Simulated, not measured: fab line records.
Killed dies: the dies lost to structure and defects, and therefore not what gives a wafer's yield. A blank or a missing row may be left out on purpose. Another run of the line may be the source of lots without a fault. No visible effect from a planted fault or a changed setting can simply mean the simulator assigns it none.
fab line records -- flow nand-harc
record lots=11, wafers=33, last-day=33
route steps=1302 shown A_SLIT@936 A_WL_FILL@957
lots that met no fault: from a run of the same line without faults
start-h: hours from the record's opening day to when the first of the lot's shown wafers began -- wait-h: hours from the lot's prior step to this one -- " as in the row above -- L1.1+2: several wafers, shown together as one row -- - no value, or no start was given -- * or withheld: withheld -- < > ~ a bound
route shown NAME@n: NAME is a module with steps in the file, n the number in the route of the first one -- usual: the fault-free wafers' mean and standard deviation -- same: alike in all rows -- chamber/n: place in a boat -- sites: each site's reading -- _std_site: their standard deviation -- _edge_site: inner sites' mean taken away from outer sites' mean -- radius-mm: for every site, how far away it sits from the centre of the wafer -- mask NAME#n: copy n -- behind: the most recent tool/chamber to have shaped the wafer -- hold: why the lot went on hold/how many hours it stayed there/how the hold came to an end -- device: whichever transistor did not switch (one of n, p or np) -- end of line: the route-end tests of the same wafers -- a step without rows: its recipe alone -- killed: dies that structure and defects cost at the first sort, which is not the same as the wafer's yield -- map: shows each die of a wafer: x if killed, . if not, _ if none is there
set.NAME: setting as actually run; set.NAME@STEP: the setting as run at that earlier step -- model.NAME: the simulator's own value behind a step, which no gauge read
steps of the route over a sample of lots; a table a step, a row a wafer
services: when a tool's chamber went out of use (start-h, in hours from the record's first day, below 0 if earlier), for how many hours, and the reason
## steps
# step NHARC_A_SLIT_DESCUM_14
# recipe time-s=3, o2-flow-sccm=200, ar-flow-sccm=0, bias-power-w=0, chemistry=O2
# usual drypump-motor-current-A=5.9/0.46, oes-product-au=1.004/0.013, rf-vpp-V=57.6/0.86, showerhead-plenum-p-Torr=1.87/0.087, throttle-valve-pct=11.312/0.0097
lot.wafer,tool,chamber,start-h,wait-h,drypump-motor-current-A,oes-product-au,rf-hours-counter-h,rf-vpp-V,showerhead-plenum-p-Torr,throttle-valve-pct
L100.2,rie-diel-10,1,461.59,0.1,6.2,0.977,1.5,57.9,1.95,11.325
L100.3,rie-diel-10,2,461.59,0.1,5.9,0.988,2.2,56.4,1.84,11.313
L100.6,rie-diel-10,0,461.59,0.1,5.8,1.018,-,57.9,1.78,11.314
L101.3,rie-diel-13,3,471.76,0.1,6.5,1.001,5.9,56.3,1.79,11.301
L101.1,rie-diel-13,1,471.76,0.1,5.8,1.014,5.8,59.1,1.80,11.319
L101.2,rie-diel-13,2,471.76,0.1,6.2,0.997,5.4,57.7,1.79,11.306
L103.4,rie-diel-10,3,481.55,0.1,5.7,0.976,5.2,56.8,1.98,11.297
L103.2,rie-diel-10,0,481.55,0.1,5.8,1.012,3.4,56.9,1.78,11.296
L103.6,rie-diel-10,2,481.55,0.1,5.9,0.998,-,58.3,1.84,11.308
L104.2,rie-diel-13,2,497.71,0.1,6.3,0.996,7.2,56.4,1.79,11.312
L104.4,rie-diel-13,0,497.71,0.1,5.0,1.007,9.1,58.5,1.81,11.312
L104.1,rie-diel-13,1,497.71,0.1,5.8,1.002,8.3,55.6,1.79,11.310
L105.2,rie-diel-10,2,510.35,0.1,5.9,1.009,6.5,58.5,1.84,11.328
L105.1,rie-diel-10,3,510.35,0.1,5.7,0.975,7.2,58.9,1.98,11.304
L105.6,rie-diel-10,2,510.35,0.1,5.9,1.002,-,56.9,1.84,11.317
L106.3,rie-diel-01,3,526.40,0.1,5.3,1.002,4.9,58.0,2.00,11.314
L106.4,rie-diel-01,1,526.40,0.1,6.4,1.023,5.4,57.2,1.96,11.326
L106.1,rie-diel-01,2,526.40,0.1,6.7,1.006,5.8,57.9,1.89,11.296
L114.3,rie-diel-13,2,597.92,0.1,6.3,1.002,3.8,56.9,1.79,11.295
L114.4,rie-diel-13,3,597.92,0.1,6.5,1.008,3.9,57.3,1.78,11.316
L114.2,rie-diel-13,0,597.92,0.1,5.0,1.012,4.6,58.4,1.81,11.304
L116.4,rie-diel-10,2,628.08,0.1,5.9,1.006,1.6,58.0,1.84,11.307
L116.2,rie-diel-10,3,628.08,0.1,5.7,0.995,1.5,58.3,1.98,11.331
L116.5,rie-diel-10,3,628.08,0.1,5.7,0.996,-,57.2,1.98,11.310
L119.3,rie-diel-10,3,641.22,0.1,5.7,1.003,2.1,57.1,1.98,11.315
L119.1,rie-diel-10,1,641.22,0.1,6.2,1.001,2.1,57.5,1.95,11.316
L119.4,rie-diel-10,2,641.22,0.1,5.9,1.013,2.2,58.5,1.84,11.306
L117.1,rie-diel-13,2,641.38,0.1,6.3,1.004,6.5,57.5,1.79,11.327
L117.2,rie-diel-13,3,641.38,0.1,6.5,1.011,5.9,56.7,1.78,11.299
L117.4,rie-diel-13,0,641.38,0.1,5.0,1.006,6.7,58.7,1.81,11.312
L121.1,rie-diel-13,1,668.90,0.1,5.8,1.014,8.4,57.0,1.79,11.326
L121.2,rie-diel-13,2,668.90,0.1,6.3,0.993,7.7,56.9,1.79,11.313
L121.5,rie-diel-13,0,668.90,0.1,5.0,1.013,-,57.9,1.81,11.327
# step NHARC_A_SLIT_ETCH_24
# recipe target-depth-a=1210, time-s=60.5, cf4-flow-sccm=100, chf3-flow-sccm=30, ar-flow-sccm=0, rf-w=500, bias-w=200, chemistry=CF4/CHF3
# usual chf3-flow-sccm=29.99/0.094, drypump-motor-current-A=5.9/0.44, oes-product-au=0.963/0.02, rf-vpp-V=369.5/2.5, showerhead-plenum-p-Torr=1.54/0.066, throttle-valve-pct=16.802/0.0081
lot.wafer,tool,chamber,start-h,wait-h,chf3-flow-sccm,drypump-motor-current-A,oes-product-au,rf-hours-counter-h,rf-vpp-V,showerhead-plenum-p-Torr,throttle-valve-pct
L100.3,rie-diel-10,2,461.66,0.1,30.12,5.9,0.960,2.2,368.1,1.52,16.803
L100.2,rie-diel-10,3,461.66,0.1,29.98,5.7,0.974,2.2,372.2,1.63,16.787
L100.6,rie-diel-10,3,461.66,0.1,29.94,5.7,0.968,-,372.4,1.63,16.800
L101.3,rie-diel-13,3,471.85,0.1,30.10,6.5,0.956,5.9,366.7,1.47,16.815
L101.1,rie-diel-13,0,471.85,0.1,30.03,5.0,0.960,6.6,367.1,1.49,16.802
L101.2,rie-diel-13,1,471.85,0.1,30.09,5.8,0.989,5.8,367.8,1.48,16.807
L103.4,rie-diel-10,3,481.63,0.1,30.20,5.7,0.952,5.2,371.4,1.62,16.784
L103.2,rie-diel-10,0,481.63,0.1,30.03,5.8,0.976,3.4,368.1,1.47,16.793
L103.6,rie-diel-10,1,481.63,0.1,29.95,6.1,0.941,-,372.3,1.60,16.822
L104.2,rie-diel-13,2,498.27,0.5,30.02,6.3,0.934,7.2,367.8,1.48,16.790
L104.4,rie-diel-13,3,498.27,0.5,30.24,6.5,0.920,7.8,365.3,1.47,16.803
L104.1,rie-diel-13,0,498.27,0.5,30.08,5.0,0.934,9.1,368.1,1.49,16.810
L105.1,rie-diel-10,3,510.43,0.1,29.94,5.7,0.954,7.2,371.9,1.62,16.798
L105.2,rie-diel-10,1,510.43,0.1,29.93,6.2,0.953,4.8,370.7,1.60,16.805
L105.6,rie-diel-10,2,510.43,0.1,29.90,5.9,0.961,-,367.5,1.52,16.797
L106.3,rie-diel-01,2,526.48,0.1,30.03,6.6,0.963,5.8,370.1,1.56,16.800
L106.1,rie-diel-01,3,526.48,0.1,30.05,5.3,0.955,4.9,373.1,1.64,16.789
L106.4,rie-diel-01,0,526.48,0.1,29.95,5.7,0.961,4.5,373.2,1.65,16.793
L114.3,rie-diel-13,1,598.01,0.1,29.87,5.8,0.942,4.4,368.9,1.48,16.805
L114.4,rie-diel-13,2,598.01,0.1,30.07,6.3,0.955,3.9,366.4,1.48,16.803
L114.2,rie-diel-13,3,598.01,0.1,29.97,6.5,0.969,3.9,366.8,1.47,16.792
L116.4,rie-diel-10,2,628.18,0.1,30.16,5.8,0.963,1.6,369.1,1.52,16.799
L116.2,rie-diel-10,3,628.18,0.1,29.83,5.7,0.961,1.5,371.8,1.62,16.808
L116.5,rie-diel-10,1,628.18,0.1,30.09,6.1,0.990,-,372.0,1.60,16.804
L119.4,rie-diel-10,3,641.31,0.1,29.87,5.7,0.961,2.1,370.7,1.62,16.803
L119.1,rie-diel-10,0,641.31,0.1,30.13,5.8,0.980,2.0,365.7,1.46,16.794
L119.3,rie-diel-10,1,641.31,0.1,30.12,6.2,0.972,2.1,373.1,1.60,16.800
L117.4,rie-diel-13,2,641.47,0.1,29.98,6.3,0.958,6.5,367.5,1.47,16.808
L117.1,rie-diel-13,3,641.47,0.1,30.05,6.5,0.981,5.9,366.3,1.47,16.807
L117.2,rie-diel-13,0,641.47,0.1,29.81,5.0,0.973,6.7,368.7,1.49,16.793
L121.2,rie-diel-13,3,668.98,0.1,29.94,6.5,0.948,6.7,368.0,1.47,16.798
L121.1,rie-diel-13,0,668.98,0.1,30.00,5.0,0.974,7.6,367.5,1.49,16.797
L121.5,rie-diel-13,2,668.98,0.1,30.05,6.3,0.953,-,367.8,1.47,16.798
# step NHARC_A_SLIT_ETCH_15
# recipe target-depth-a=62000, over-etch-frac=0.3, time-s=1612, ion-energy-ev=150, o2-flow-sccm=400, cos-flow-sccm=20, ar-flow-sccm=0, rf-w=500, bias-w=300, chemistry=O2/COS
# usual drypump-motor-current-A=5.9/0.46, oes-product-au=1.005/0.013, rf-vpp-V=313.2/2.2, showerhead-plenum-p-Torr=3.06/0.14, throttle-valve-pct=28.329/0.009
lot.wafer,tool,chamber,start-h,wait-h,drypump-motor-current-A,oes-product-au,rf-hours-counter-h,rf-vpp-V,showerhead-plenum-p-Torr,throttle-valve-pct
L100.2,rie-diel-10,2,-,-,5.9,0.996,2.4,312.4,3.01,28.328
L100.3,rie-diel-10,3,-,-,5.7,0.996,2.5,315.8,3.22,28.314
L100.6,rie-diel-10,3,-,-,5.7,1.001,-,316.0,3.22,28.325
L101.3,rie-diel-13,0,-,-,5.0,1.012,6.8,310.8,2.96,28.325
L101.2,rie-diel-13,2,-,-,6.3,1.004,5.6,312.3,2.93,28.331
L101.1,rie-diel-13,3,-,-,6.5,0.997,6.2,311.4,2.93,28.331
L103.2,rie-diel-10,0,-,-,5.7,1.019,3.6,311.1,2.91,28.323
L103.4,rie-diel-10,1,-,-,6.2,0.973,3.3,315.0,3.18,28.339
L103.6,rie-diel-10,0,-,-,5.8,1.012,-,311.1,2.91,28.313
L104.4,rie-diel-13,3,-,-,6.5,0.982,8.0,311.8,2.92,28.328
L104.1,rie-diel-13,1,-,-,5.8,1.009,8.5,312.6,2.94,28.328
L104.2,rie-diel-13,2,-,-,6.3,0.996,7.5,311.4,2.93,28.324
L105.2,rie-diel-10,2,-,-,5.9,1.015,6.8,313.5,3.01,28.328
L105.1,rie-diel-10,3,-,-,5.7,0.988,7.5,315.8,3.22,28.327
L105.6,rie-diel-10,0,-,-,5.8,1.026,-,311.0,2.91,28.327
L106.3,rie-diel-01,3,-,-,5.3,1.011,5.1,316.2,3.26,28.328
L106.4,rie-diel-01,1,-,-,6.4,1.010,5.7,315.4,3.20,28.315
L106.1,rie-diel-01,2,-,-,6.6,1.002,6.0,315.2,3.09,28.338
L114.4,rie-diel-13,1,-,-,5.8,0.995,4.7,310.8,2.94,28.314
L114.3,rie-diel-13,2,-,-,6.3,1.007,4.1,310.8,2.93,28.330
L114.2,rie-diel-13,0,-,-,5.0,1.007,4.9,311.9,2.96,28.337
L116.2,rie-diel-10,2,-,-,5.9,0.997,1.8,313.1,3.01,28.331
L116.4,rie-diel-10,3,-,-,5.7,1.005,1.7,314.9,3.22,28.335
L116.5,rie-diel-10,1,-,-,6.1,1.002,-,313.3,3.17,28.324
L119.1,rie-diel-10,2,-,-,5.9,1.008,2.4,312.5,3.01,28.312
L119.3,rie-diel-10,0,-,-,5.8,1.026,2.2,312.2,2.91,28.329
L119.4,rie-diel-10,1,-,-,6.2,1.005,2.4,313.9,3.17,28.351
L117.1,rie-diel-13,1,-,-,5.8,1.014,7.4,310.7,2.93,28.334
L117.2,rie-diel-13,3,-,-,6.5,1.002,6.2,311.4,2.92,28.333
L117.4,rie-diel-13,0,-,-,5.0,1.003,7.0,312.2,2.96,28.333
L121.1,rie-diel-13,0,-,-,5.0,1.004,7.8,311.9,2.96,28.333
L121.2,rie-diel-13,1,-,-,5.8,1.018,8.7,313.4,2.93,28.326
L121.5,rie-diel-13,1,-,-,5.8,1.018,-,310.9,2.93,28.320
# step NHARC_A_WL_FILL_ETCHBACK_04
# recipe target-depth-a=600, time-s=120, chemistry=NF3
# usual drypump-motor-current-A=5.7/0.37, oes-product-au=0.999/0.0097, run-length-s=141.1/0.51
lot.wafer,tool,chamber,start-h,wait-h,drypump-motor-current-A,oes-product-au,rf-hours-counter-h,run-length-s
L100.2,rie-metal-01,1,475.88,0.4,6.1,0.996,1.1,142.6
L100.3,rie-metal-01,0,475.88,0.4,5.9,1.001,-,141.1
L100.6,rie-metal-01,1,475.88,0.4,6.1,1.003,-,141.9
L101.1,rie-metal-02,0,486.11,0.3,6.1,1.017,0.4,140.4
L101.2,rie-metal-02,1,486.11,0.3,5.1,1.017,0.4,140.8
L101.3,rie-metal-02,0,486.11,0.3,6.1,1.004,-,140.7
L103.2,rie-metal-02,0,498.39,0.3,6.1,1.019,0.9,140.7
L103.4,rie-metal-02,1,498.39,0.3,5.1,1.012,-,141.3
L103.6,rie-metal-02,0,498.39,0.3,6.1,1.010,-,141.0
L104.2,rie-metal-02,1,512.47,0.3,5.1,0.990,1.3,140.9
L104.1,rie-metal-02,0,512.47,0.3,6.1,1.006,1.3,141.1
L104.4,rie-metal-02,0,512.47,0.3,6.1,0.996,-,140.7
L105.1,rie-metal-01,0,524.58,0.3,5.9,0.998,1.9,141.0
L105.2,rie-metal-01,0,524.58,0.3,5.9,0.995,-,140.9
L105.6,rie-metal-01,0,524.58,0.3,5.9,0.999,-,141.1
L106.1,rie-metal-03,0,541.19,0.3,5.6,1.024,0.1,141.4
L106.4,rie-metal-03,0,541.19,0.3,5.6,1.027,-,141.9
L106.3,rie-metal-03,1,541.19,0.3,5.5,1.011,-,141.4
L114.2,rie-metal-01,1,616.26,0.3,6.1,0.992,0.5,142.5
L114.3,rie-metal-01,0,616.26,0.3,5.9,0.990,-,127.4
L114.4,rie-metal-01,1,616.26,0.3,6.1,0.988,-,128.3
L116.2,rie-metal-02,0,642.51,0.4,6.1,0.996,0.0,140.6
L116.4,rie-metal-02,0,642.51,0.4,6.1,0.990,-,140.7
L116.5,rie-metal-02,1,642.51,0.4,5.1,0.989,-,141.1
L117.2,rie-metal-03,0,655.49,0.3,5.7,1.010,2.1,141.9
L117.1,rie-metal-03,1,655.49,0.3,5.5,1.004,2.1,140.7
L117.4,rie-metal-03,0,655.49,0.3,5.7,1.013,-,141.4
L119.1,rie-metal-02,1,655.71,0.3,5.1,0.997,0.3,141.3
L119.4,rie-metal-02,0,655.71,0.3,6.0,0.997,-,141.0
L119.3,rie-metal-02,1,655.71,0.3,5.1,1.004,-,141.0
L121.2,rie-metal-02,0,682.39,0.3,6.1,0.996,0.6,140.6
L121.1,rie-metal-02,1,682.39,0.3,5.1,1.006,0.6,141.2
L121.5,rie-metal-02,1,682.39,0.3,5.1,1.004,-,141.0
## services
tool,chamber,start-h,hours,kind
rie-diel-13,0,449.25,-,clean
rie-diel-13,1,449.25,-,clean
rie-diel-13,2,449.25,-,clean
rie-diel-13,3,449.25,-,clean
rie-diel-10,0,453.00,-,clean
rie-diel-10,1,453.00,-,clean
rie-diel-10,2,453.00,-,clean
rie-diel-10,3,453.00,-,clean
rie-metal-02,-,454.00,9.0,pm
rie-diel-13,0,473.75,-,clean
rie-metal-03,-,519.00,9.0,pm
rie-diel-13,-,519.14,9.0,pm
rie-metal-01,1,520.74,46.5,repair
rie-diel-01,0,539.75,21.2,repair
rie-diel-01,-,557.80,9.0,pm
rie-diel-01,3,568.37,4.6,repair
rie-metal-01,-,575.00,9.0,pm
rie-diel-10,1,577.96,2.7,repair
rie-diel-13,1,586.76,7.2,repair
rie-diel-10,-,596.50,9.0,pm
rie-diel-01,2,603.76,15.7,repair
rie-metal-02,-,631.00,9.0,pm
rie-diel-01,2,632.60,1.3,repair
rie-diel-13,2,655.52,4.0,repair
## key
first-sign step=NHARC_A_WL_FILL_ETCHBACK_04, reading=run-length-s, direction=down, sigmas=26, usual=*, struck=*
effect none on later readings
met-at NHARC_A_WL_FILL_ETCHBACK_04
struck-lots L114
struck-wafers L114.3,L114.4
tester-left-out L114
not-acting-at NHARC_A_SLIT_DESCUM_14,NHARC_A_SLIT_ETCH_24,NHARC_A_SLIT_ETCH_15
onset-between 524.58 616.26
fault kind=process-parameter-drift, tool=rie-metal-01, chamber=-, onset-h=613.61, steps=NHARC_A_WL_FILL_ETCHBACK_04, channel=time-s, offset=*, shape=step, end-h=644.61, scope=struck-wafers-only, acts-in=*, stated=*
# tester-left-out: of these lots the tester's yield and bins aren't shown, on N5 and GAA mostly nor the transistor test; their killed dies are dies lost to structure and defects alone, not to doping, threshold or leakage, so they don't give the yield
